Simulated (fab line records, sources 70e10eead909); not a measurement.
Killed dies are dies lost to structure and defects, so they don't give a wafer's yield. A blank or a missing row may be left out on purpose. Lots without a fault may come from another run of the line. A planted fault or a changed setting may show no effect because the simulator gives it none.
fab line records | flow nand_harc
record lots=24 wafers=72 last_day=33
route steps=1302 shown P_M2@336 P_BONDPAD@352
lots that met no fault: from a run of the same line without faults
start_h: hours from the record's first day to the start of the lot's first wafer shown | wait_h: hours since the lot's step before | " the same as in the row above | L1.1+2: a row that stands for several wafers | - no value, or no start given | * or withheld: withheld | < > ~ a bound
route shown NAME@n: a module of which the file shows steps, and the number in the route of the first | usual: mean/standard deviation of fault-free wafers | same: alike in all rows | chamber/n: place in a boat | sites: the reading at each site | _std_site: their standard deviation | _edge_site: outer sites' mean less inner sites' | radius_mm: how far each site lies from the wafer's centre | mask NAME#n: copy n | behind: the tool/chamber that last shaped the wafer | hold: why the lot was held/for how many hours/how that ended | device: the transistor (n, p or np) that didn't switch | end of line: the same wafers' tests at the end of the route | a step without rows: its recipe alone | killed: dies lost to structure and defects at the first sort, not the wafer's yield | map: a wafer's dies, x killed, . not, _ none there
set.NAME: the setting as run; set.NAME@STEP: as run at that earlier step | model.NAME: the simulator's own value behind a step, which no gauge read
steps of the route over a sample of lots; a table a step, a row a wafer
services: from which hour (start_h, from the record's first day; less than 0 if before it) a tool's chamber was out of use, for how many hours, and why
## steps
# step NHARC_P_M2_ETCH_28
# recipe target_depth_a=300 over_etch_frac=0.3 time_s=72.99 ion_energy_ev=150 cf4_flow_sccm=50 n2_flow_sccm=100 ar_flow_sccm=150 rf_w=300 bias_w=100 chemistry=CF4/N2
# usual drypump_motor_current_A=5.6/0.42 mfc_ar_sccm=150.1/0.49 oes_product_au=1.001/0.011 rf_vpp_V=314.3/1.9 showerhead_plenum_p_Torr=2.64/0.097 throttle_valve_pct=19.795/0.0093
# columns lot.wafer tool chamber start_h wait_h drypump_motor_current_A mfc_ar_sccm oes_product_au rf_hours_counter_h rf_vpp_V showerhead_plenum_p_Torr throttle_valve_pct
L074.2 rie_diel-10 1 - - 5.3 149.2 0.988 3 313.9 2.58 19.791
L074.1 " 2 " " 5.4 150.0 1.007 3 314.8 2.76 19.775
L074.3 " 0 " " 5.5 149.7 0.989 3 311.9 2.48 19.808
L076.2 rie_diel-04 1 - - 5.0 150.7 1.006 8 312.2 2.52 19.798
L076.3 " 2 " " 6.3 149.7 0.982 9 315.7 2.73 19.786
L076.6 " 1 " " 5.0 149.5 1.004 - 312.9 2.52 19.787
L075.4 rie_diel-12 2 - - 5.4 150.0 1.021 3 313.5 2.55 19.789
L075.2 " 3 " " 5.1 150.6 0.997 3 316.4 2.68 19.806
L075.6 " 1 " " 6.0 150.1 1.022 - 313.1 2.66 19.804
L077.4 rie_diel-10 0 - - 5.4 150.3 0.984 5 310.9 2.47 19.777
L077.5 " 1 " " 5.3 150.0 0.991 - 313.7 2.58 19.807
L077.6 " 2 " " 5.4 149.0 0.994 - 317.0 2.76 19.806
L078.3 rie_diel-04 0 - - 5.9 149.4 1.001 9 314.3 2.60 19.792
L078.4 " 2 " " 6.4 149.7 0.984 9 317.1 2.73 19.806
L078.6 " 1 " " 5.0 150.7 1.002 - 311.9 2.52 19.806
L079.1 rie_diel-12 0 - - 5.1 149.9 1.006 5 316.5 2.72 19.793
L079.4 " 1 " " 6.0 150.0 1.022 4 315.0 2.66 19.802
L079.5 " 3 " " 5.1 149.8 0.992 - 314.9 2.68 19.799
L080.4 rie_diel-04 2 - - 6.3 148.9 0.996 0 315.7 2.73 19.797
L080.3 " 3 " " 5.9 149.6 0.983 0 314.3 2.62 19.798
L080.5 " 3 " " 5.9 150.0 0.991 - 312.9 2.62 19.784
L081.3 rie_diel-12 1 - - 5.9 150.4 1.018 5 315.6 2.66 19.806
L081.2 " 3 " " 5.1 150.0 0.998 5 316.1 2.68 19.801
L081.5 " 1 " " 6.0 150.7 1.017 - 313.5 2.66 19.789
L082.2 rie_diel-10 0 - - 5.4 149.6 1.000 9 312.5 2.47 19.786
L082.5 " 3 " " 6.0 149.5 0.987 - 317.3 2.76 19.802
L082.4 " 2 " " 5.5 149.6 1.002 - 316.1 2.76 19.793
L083.1 rie_diel-12 2 - - 5.3 149.4 1.020 7 311.7 2.55 19.787
L083.6 " 3 " " 5.1 150.2 1.001 - 315.0 2.68 19.781
L083.5 " 0 " " 5.2 149.3 1.015 - 316.0 2.72 19.796
L084.3 rie_diel-10 3 - - 6.0 150.6 0.989 9 319.1 2.76 19.787
L084.1 " 0 " " 5.4 149.9 0.989 9 312.2 2.47 19.778
L084.6 " 3 " " 6.0 150.8 0.983 - 317.8 2.76 19.808
L085.4 rie_diel-10 2 - - 5.4 150.1 0.999 10 315.9 2.76 19.794
L085.3 " 0 " " 5.4 150.8 0.997 10 311.1 2.47 19.790
L085.6 " 2 " " 5.5 150.0 1.005 - 316.5 2.76 19.792
L086.4 rie_diel-12 2 - - 5.3 149.9 1.020 9 311.4 2.55 19.794
L086.6 " 0 " " 5.2 150.5 1.002 - 314.8 2.72 19.798
L086.5 " 1 " " 6.0 150.2 1.022 - 315.6 2.66 19.805
L087.3 rie_diel-04 0 - - 5.9 149.8 1.017 4 314.0 2.60 19.782
L087.4 " 1 " " 4.9 149.6 0.998 4 311.9 2.52 19.819
L087.1 " 3 " " 5.9 150.2 1.011 5 314.1 2.61 19.792
L088.4 rie_diel-10 3 - - 6.0 151.0 1.002 1 315.9 2.76 19.803
L088.2 " 0 " " 5.4 151.1 0.997 0 310.3 2.47 19.790
L088.5 " 0 " " 5.4 151.2 0.993 - 310.0 2.47 19.807
L089.3 rie_diel-04 3 - - 5.9 149.6 1.001 5 313.7 2.61 19.801
L089.1 " 0 " " 5.9 150.9 1.013 5 313.7 2.60 19.798
L089.6 " 2 " " 6.4 150.3 0.996 - 316.9 2.73 19.795
L090.1 rie_diel-04 0 - - 5.9 150.1 1.004 6 314.0 2.59 19.809
L090.3 " 1 " " 4.9 150.2 0.997 6 312.6 2.52 19.784
L090.4 " 2 " " 6.4 150.3 1.002 - 315.8 2.73 19.802
L091.3 rie_diel-10 2 - - 5.4 150.5 1.006 2 316.1 2.76 19.809
L091.2 " 3 " " 6.0 149.8 0.985 2 316.4 2.76 19.793
L091.5 " 3 " " 6.0 150.2 1.007 - 315.5 2.76 19.800
L092.1 rie_diel-12 2 - - 5.3 150.8 1.014 2 312.8 2.55 19.789
L092.2 " 0 " " 5.2 150.3 1.008 2 316.3 2.72 19.788
L092.4 " 1 " " 6.0 149.5 1.022 2 314.3 2.66 19.774
L093.1 rie_diel-04 0 - - 5.9 148.9 1.012 8 312.9 2.59 19.801
L093.3 " 1 " " 5.0 149.7 1.013 8 314.8 2.52 19.790
L093.5 " 2 " " 6.3 149.4 0.996 - 317.6 2.73 19.795
L094.2 rie_diel-10 0 - - 5.4 150.2 0.982 3 311.5 2.47 19.805
L094.4 " 2 " " 5.4 150.1 1.019 - 315.5 2.76 19.780
L094.6 " 3 " " 6.1 149.4 1.001 - 316.5 2.76 19.788
L095.4 rie_diel-12 1 - - 6.0 150.3 1.015 3 314.9 2.66 19.793
L095.2 " 2 " " 5.3 149.9 1.014 3 311.6 2.55 19.807
L095.5 " 2 " " 5.3 150.4 1.012 - 312.2 2.55 19.795
L096.4 rie_diel-04 1 - - 4.9 150.0 0.987 10 311.4 2.51 19.788
L096.5 " 3 " " 5.9 150.2 0.997 - 312.8 2.61 19.797
L096.6 " 0 " " 5.9 151.0 1.008 - 312.2 2.59 19.793
L097.3 rie_diel-10 0 - - 5.4 150.1 0.988 4 312.1 2.47 19.810
L097.2 " 1 " " 5.3 149.9 0.994 3 313.6 2.58 19.809
L097.4 " 3 " " 6.0 150.1 0.989 4 315.7 2.76 19.789
# step NHARC_P_M2_DEGAS_29
# recipe temp_c=250 time_s=60
# usual heater_power_w=329/24
# columns lot.wafer tool chamber start_h wait_h heater_power_w
L074.1 pvd_sputter-01 - 139.33 - 295
L074.2 " - " " 327
L074.3 " - " " 321
L076.3 pvd_sputter-02 - 154.88 - 288
L076.2 " - " " 349
L076.6 " - " " 367
L075.2 pvd_sputter-03 - 155.63 - 309
L075.4 " - " " 351
L075.6 " - " " 342
L077.4 pvd_sputter-03 - 165.28 - 341
L077.5 " - " " 346
L077.6 " - " " 361
L078.4 pvd_sputter-01 - 170.09 - 322
L078.3 " - " " 326
L078.6 " - " " 317
L079.1 pvd_sputter-01 - 186.20 - 290
L079.4 " - " " 337
L079.5 " - " " 295
L080.3 pvd_sputter-01 - 190.58 - 339
L080.4 " - " " 315
L080.5 " - " " 299
L081.2 pvd_sputter-02 - 200.79 - 280
L081.3 " - " " 359
L081.5 " - " " 356
L082.2 pvd_sputter-01 - 208.46 - 321
L082.4 " - " " 319
L082.5 " - " " 311
L083.1 pvd_sputter-03 - 225.00 - 356
L083.6 " - " " 350
L083.5 " - " " 365
L084.1 pvd_sputter-03 - 228.28 - 352
L084.3 " - " " 349
L084.6 " - " " 297
L085.4 pvd_sputter-01 - 236.26 - 289
L085.3 " - " " 316
L085.6 " - " " 329
L086.4 pvd_sputter-03 - 251.44 - 334
L086.5 " - " " 333
L086.6 " - " " 297
L087.3 pvd_sputter-02 - 258.03 - 286
L087.1 " - " " 360
L087.4 " - " " 337
L088.2 pvd_sputter-03 - 275.73 - 356
L088.4 " - " " 302
L088.5 " - " " 350
L089.1 pvd_sputter-02 - 275.89 - 340
L089.3 " - " " 340
L089.6 " - " " 280
L090.4 pvd_sputter-03 - 290.89 - 332
L090.1 " - " " 297
L090.3 " - " " 345
L091.2 pvd_sputter-01 - 301.25 - 326
L091.3 " - " " 282
L091.5 " - " " 291
L092.1 pvd_sputter-03 - 313.49 - 349
L092.4 " - " " 362
L092.2 " - " " 328
L093.3 pvd_sputter-01 - 320.89 - 314
L093.1 " - " " 342
L093.5 " - " " 325
L094.4 pvd_sputter-01 - 332.18 - 295
L094.2 " - " " 323
L094.6 " - " " 351
L095.4 pvd_sputter-02 - 339.40 - 295
L095.2 " - " " 348
L095.5 " - " " 356
L096.4 pvd_sputter-01 - 351.96 - 344
L096.6 " - " " 354
L096.5 " - " " 316
L097.4 pvd_sputter-02 - 359.54 - 351
L097.2 " - " " 328
L097.3 " - " " 296
# step NHARC_P_M2_CMP_23
# recipe t_overpolish_s=20 target_thk_nm=144.3
# usual motor_current_A=11.5/1.2 time_to_endpoint_s=28/3.3
# columns lot.wafer tool chamber start_h wait_h motor_current_A time_to_endpoint_s
L074.2 cmp-04 1 140.42 - 12.1 32
L074.1 " 3 " " 10.4 27
L074.3 " 0 " " 12.4 29
L076.3 cmp-02 0 155.99 - 12.8 34
L076.2 " 1 " " 12.5 30
L076.6 " 0 " " 12.1 34
L075.4 cmp-01 3 156.71 - 10.4 25
L075.2 " 2 " " 11.2 26
L075.6 " 0 " " 9.6 27
L077.4 cmp-02 2 166.48 - 11.9 30
L077.5 " 3 " " 12.2 27
L077.6 " 0 " " 12.7 33
L078.4 cmp-04 1 171.23 - 12.1 34
L078.3 " 3 " " 10.3 29
L078.6 " 1 " " 12.0 33
L079.4 cmp-02 2 187.28 - 12.3 27
L079.1 " 1 " " 12.5 27
L079.5 " 2 " " 12.5 28
L080.4 cmp-01 2 191.65 - 11.2 27
L080.3 " 3 " " 10.3 27
L080.5 " 2 " " 11.6 27
L081.2 cmp-04 2 201.85 - 12.7 24
L081.3 " 3 " " 10.8 23
L081.5 " 2 " " 13.5 24
L082.4 cmp-02 1 209.60 - 13.0 27
L082.2 " 2 " " 12.1 26
L082.5 " 3 " " 12.0 22
L083.1 cmp-04 0 226.11 - 12.1 27
L083.6 " 3 " " 10.3 23
L083.5 " 0 " " 11.5 29
L084.3 cmp-04 2 229.36 - 12.9 21
L084.1 " 0 " " 12.3 25
L084.6 " 3 " " 10.7 25
L085.3 cmp-01 1 237.35 - 10.0 33
L085.4 " 3 " " 10.9 32
L085.6 " 2 " " 11.9 32
L086.4 cmp-01 2 252.58 - 10.4 28
L086.5 " 0 " " 9.2 26
L086.6 " 1 " " 10.3 33
L087.4 cmp-01 0 259.13 - 9.3 29
L087.1 " 1 " " 10.1 31
L087.3 " 2 " " 10.6 25
L088.4 cmp-01 0 276.87 - 10.0 29
L088.2 " 1 " " 10.0 32
L088.5 " 2 " " 10.5 29
L089.3 cmp-04 2 277.06 - 12.9 23
L089.1 " 0 " " 12.1 27
L089.6 " 2 " " 12.9 25
L090.1 cmp-04 2 291.97 - 12.5 25
L090.3 " 3 " " 10.5 22
L090.4 " 0 " " 11.3 28
L091.3 cmp-01 3 302.33 - 10.9 29
L091.2 " 1 " " 9.7 35
L091.5 " 3 " " 10.7 29
L092.2 cmp-01 2 314.60 - 10.9 33
L092.4 " 3 " " 10.5 32
L092.1 " 0 " " 9.5 32
L093.1 cmp-02 3 322.05 - 12.1 27
L093.3 " 0 " " 13.1 34
L093.5 " 2 " " 12.8 27
L094.2 cmp-04 1 333.29 - 12.6 31
L094.4 " 3 " " 10.3 27
L094.6 " 1 " " 12.4 29
L095.2 cmp-01 2 340.49 - 11.3 29
L095.4 " 3 " " 11.2 31
L095.5 " 2 " " 10.8 30
L096.4 cmp-02 0 353.08 - 12.9 30
L096.5 " 3 " " 11.6 23
L096.6 " 0 " " 12.8 31
L097.4 cmp-02 3 360.63 - 12.1 24
L097.3 " 1 " " 13.6 26
L097.2 " 2 " " 12.8 26
# step NHARC_P_BONDPAD_CMP_32
# recipe target_thk_nm=200 material=SiCN
# usual motor_current_A=11.7/1.3
# columns lot.wafer tool chamber start_h wait_h motor_current_A
L074.2 cmp-02 3 141.85 - 11.9
L074.1 " 0 " " 12.3
L074.3 " 2 " " 13.3
L076.2 cmp-01 3 157.40 - 11.1
L076.3 " 0 " " 9.0
L076.6 " 3 " " 10.4
L075.4 cmp-01 0 158.18 - 9.7
L075.2 " 2 " " 10.7
L075.6 " 0 " " 9.9
L077.4 cmp-02 3 167.91 - 12.4
L077.6 " 1 " " 12.7
L077.5 " 2 " " 12.9
L078.3 cmp-02 0 172.65 - 13.4
L078.4 " 1 " " 14.0
L078.6 " 0 " " 13.4
L079.4 cmp-03 3 188.74 - 10.2
L079.1 " 0 " " 11.3
L079.5 " 2 " " 12.7
L080.3 cmp-01 2 193.29 0.3 10.9
L080.4 " 3 " " 11.0
L080.5 " 2 " " 10.8
L081.3 cmp-02 0 203.37 - 12.5
L081.2 " 1 " " 12.9
L081.5 " 3 " " 11.7
L082.4 cmp-03 0 211.01 - 11.4
L082.2 " 2 " " 12.9
L082.5 " 3 " " 10.5
L083.1 cmp-03 0 227.55 - 12.7
L083.5 " 3 " " 9.7
L083.6 " 0 " " 11.4
L084.3 cmp-02 2 230.81 - 12.2
L084.1 " 3 " " 12.7
L084.6 " 3 " " 11.9
L085.3 cmp-02 2 238.96 - 12.6
L085.4 " 3 " " 12.7
L085.6 " 3 " " 11.6
L086.4 cmp-02 2 254.18 - 12.8
L086.5 " 0 " " 12.1
L086.6 " 1 " " 12.3
L087.3 cmp-01 3 260.54 - 10.3
L087.4 " 1 " " 9.9
L087.1 " 2 " " 11.3
L088.4 cmp-02 0 278.27 - 13.1
L088.2 " 2 " " 12.2
L088.5 " 0 " " 12.8
L089.1 cmp-02 0 278.67 - 12.4
L089.3 " 1 " " 13.4
L089.6 " 3 " " 11.6
L090.1 cmp-01 1 293.45 - 10.2
L090.3 " 2 " " 11.1
L090.4 " 0 " " 9.7
L091.2 cmp-01 1 303.78 - 10.1
L091.3 " 3 " " 10.7
L091.5 " 0 " " 9.3
L092.1 cmp-02 3 316.00 - 12.5
L092.2 " 0 " " 12.1
L092.4 " 2 " " 12.3
L093.3 cmp-01 1 323.43 - 9.9
L093.1 " 0 " " 8.8
L093.5 " 2 " " 11.8
L094.2 cmp-02 3 334.73 - 11.9
L094.4 " 0 " " 12.9
L094.6 " 2 " " 12.1
L095.4 cmp-02 2 341.92 - 12.3
L095.2 " 3 " " 12.5
L095.5 " 1 " " 12.5
L096.4 cmp-01 1 354.56 - 10.3
L096.5 " 2 " " 11.1
L096.6 " 3 " " 10.7
L097.2 cmp-01 0 362.06 - 9.9
L097.4 " 1 " " 9.7
L097.3 " 2 " " 11.5
# step NHARC_P_BONDPAD_CD_MEAS_09
# recipe target_cd_nm=500 landing_energy_ev=500
# usual cd_nm=499.5/2
# columns lot.wafer tool chamber start_h wait_h cd_nm
L074.1 cd_sem-02 0 142.54 - 501.7
L074.2 " 0 " " 501.1
L074.3 " 0 " " 502.2
L076.2 cd_sem-01 0 158.22 - 501.4
L076.3 " 0 " " 499.3
L076.6 " 0 " " 502.1
L075.2 cd_sem-03 0 158.97 - 497.1
L075.4 " 0 " " 497.1
L075.6 " 0 " " 496.4
L077.4 cd_sem-02 0 168.68 - 501.6
L077.5 " 0 " " 502.4
L077.6 " 0 " " 498.7
L078.3 cd_sem-02 0 173.37 - 500.5
L078.4 " 0 " " 500.3
L078.6 " 0 " " 498.2
L079.1 cd_sem-02 0 189.53 - 498.4
L079.4 " 0 " " 500.9
L079.5 " 0 " " 501.0
L080.3 cd_sem-02 0 194.11 - 501.3
L080.4 " 0 " " 498.9
L080.5 " 0 " " 502.7
L081.2 cd_sem-03 0 204.13 - 500.8
L081.3 " 0 " " 499.6
L081.5 " 0 " " 499.7
L082.2 cd_sem-02 0 211.81 - 499.3
L082.4 " 0 " " 500.2
L082.5 " 0 " " 498.0
L083.1 cd_sem-02 0 228.34 - 501.9
L083.5 " 0 " " 501.3
L083.6 " 0 " " 499.1
L084.1 cd_sem-02 0 231.63 - 499.7
L084.3 " 0 " " 496.1
L084.6 " 0 " " 502.1
L085.3 cd_sem-03 0 239.78 - 497.1
L085.4 " 0 " " 499.2
L085.6 " 0 " " 502.6
L086.4 cd_sem-02 0 254.83 - 500.3
L086.5 " 0 " " 501.1
L086.6 " 0 " " 499.2
L087.1 cd_sem-02 0 261.35 - 499.3
L087.3 " 0 " " 501.7
L087.4 " 0 " " 500.2
L088.2 cd_sem-01 0 279.09 - 498.9
L088.4 " 0 " " 502.0
L088.5 " 0 " " 500.7
L089.1 cd_sem-03 0 279.46 - 496.9
L089.3 " 0 " " 492.6
L089.6 " 0 " " 499.9
L090.1 cd_sem-01 0 294.14 - 498.0
L090.3 " 0 " " 497.7
L090.4 " 0 " " 502.0
L091.2 cd_sem-03 0 304.57 - 497.5
L091.3 " 0 " " 502.2
L091.5 " 0 " " 498.7
L092.1 cd_sem-01 0 316.70 - 498.3
L092.2 " 0 " " 497.7
L092.4 " 0 " " 497.4
L093.1 cd_sem-02 0 324.26 - 501.3
L093.3 " 0 " " 498.0
L093.5 " 0 " " 502.2
L094.2 cd_sem-02 0 335.42 - 498.2
L094.4 " 0 " " 500.5
L094.6 " 0 " " 498.3
L095.2 cd_sem-01 0 342.72 - 498.5
L095.4 " 0 " " 499.5
L095.5 " 0 " " 494.5
L096.4 cd_sem-01 0 355.31 - 498.0
L096.5 " 0 " " 502.8
L096.6 " 0 " " 500.5
L097.2 cd_sem-01 0 362.89 - 499.3
L097.3 " 0 " " 497.5
L097.4 " 0 " " 497.7
# step NHARC_P_BONDPAD_PVD_27
# recipe target_thk_a=300 chamber_pressure_pa=5 power_w=5000 substrate_temp_c=30 time_s=20.49 material=Cu
# usual throttle_valve_pct=29.8/0.82
# columns lot.wafer tool chamber start_h wait_h throttle_valve_pct
L074.3 pvd_sputter-02 - - - 30.3
L074.2 " - " " 31.0
L074.1 " - " " 30.3
L076.3 pvd_sputter-01 - - - 29.6
L076.2 " - " " 31.4
L076.6 " - " " 28.0
L075.2 pvd_sputter-02 - - - 30.9
L075.4 " - " " 29.9
L075.6 " - " " 30.8
L077.4 pvd_sputter-02 - - - 30.1
L077.5 " - " " 30.1
L077.6 " - " " 29.9
L078.3 pvd_sputter-02 - - - 31.2
L078.4 " - " " 29.9
L078.6 " - " " 30.3
L079.1 pvd_sputter-03 - - - 29.7
L079.4 " - " " 28.9
L079.5 " - " " 29.0
L080.4 pvd_sputter-03 - - - 28.6
L080.3 " - " " 29.5
L080.5 " - " " 29.6
L081.3 pvd_sputter-02 - - - 29.9
L081.2 " - " " 31.3
L081.5 " - " " 29.9
L082.2 pvd_sputter-02 - - - 30.0
L082.4 " - " " 30.6
L082.5 " - " " 31.0
L083.1 pvd_sputter-02 - - - 30.6
L083.5 " - " " 31.1
L083.6 " - " " 30.2
L084.3 pvd_sputter-03 - - - 28.8
L084.1 " - " " 29.4
L084.6 " - " " 28.9
L085.3 pvd_sputter-01 - - - 29.2
L085.4 " - " " 30.4
L085.6 " - " " 29.0
L086.4 pvd_sputter-03 - - - 29.4
L086.5 " - " " 28.5
L086.6 " - " " 29.5
L087.1 pvd_sputter-02 - - - 29.9
L087.4 " - " " 30.4
L087.3 " - " " 30.9
L088.2 pvd_sputter-01 - - - 28.7
L088.4 " - " " 28.4
L088.5 " - " " 29.0
L089.1 pvd_sputter-03 - - - 29.9
L089.3 " - " " 29.3
L089.6 " - " " 29.4
L090.3 pvd_sputter-02 - - - 29.8
L090.1 " - " " 30.5
L090.4 " - " " 30.2
L091.2 pvd_sputter-01 - - - 29.1
L091.3 " - " " 30.8
L091.5 " - " " 30.1
L092.4 pvd_sputter-02 - - - 30.3
L092.2 " - " " 30.2
L092.1 " - " " 29.9
L093.1 pvd_sputter-01 - - - 31.0
L093.3 " - " " 28.9
L093.5 " - " " 28.4
L094.4 pvd_sputter-01 - - - 30.8
L094.2 " - " " 29.0
L094.6 " - " " 30.3
L095.2 pvd_sputter-03 - - - 28.7
L095.4 " - " " 29.7
L095.5 " - " " 28.7
L096.4 pvd_sputter-01 - - - 30.7
L096.5 " - " " 29.0
L096.6 " - " " 30.5
L097.2 pvd_sputter-01 - - - 28.8
L097.4 " - " " 30.8
L097.3 " - " " 28.6
## services
# columns tool chamber start_h hours kind
pvd_sputter-02 - 116.57 6.8 repair
cmp-01 - 124.87 0.3 repair
cmp-02 - 134.50 4.0 pm
pvd_sputter-03 - 145.06 2.8 repair
rie_diel-10 - 169.27 0.2 repair
rie_diel-10 - 179.15 0.3 repair
cmp-01 - 185.50 4.0 pm
cmp-02 - 189.95 4.5 repair
pvd_sputter-01 - 226.00 10.0 pm
cmp-02 - 232.50 4.0 pm
rie_diel-10 0 236.19 6.3 repair
rie_diel-10 - 242.50 9.0 pm
pvd_sputter-03 - 250.26 0.9 repair
cmp-02 - 251.46 1.4 repair
pvd_sputter-01 - 258.23 6.3 repair
pvd_sputter-02 - 271.33 2.5 repair
cmp-02 - 272.92 1.3 repair
pvd_sputter-02 - 282.00 10.0 pm
cmp-01 - 283.50 4.0 pm
pvd_sputter-02 - 296.11 3.1 repair
cmp-02 - 302.11 0.4 repair
cmp-01 - 325.53 2.4 repair
cmp-02 - 330.57 4.0 pm
cmp-01 - 355.77 3.8 repair
## key
fault none
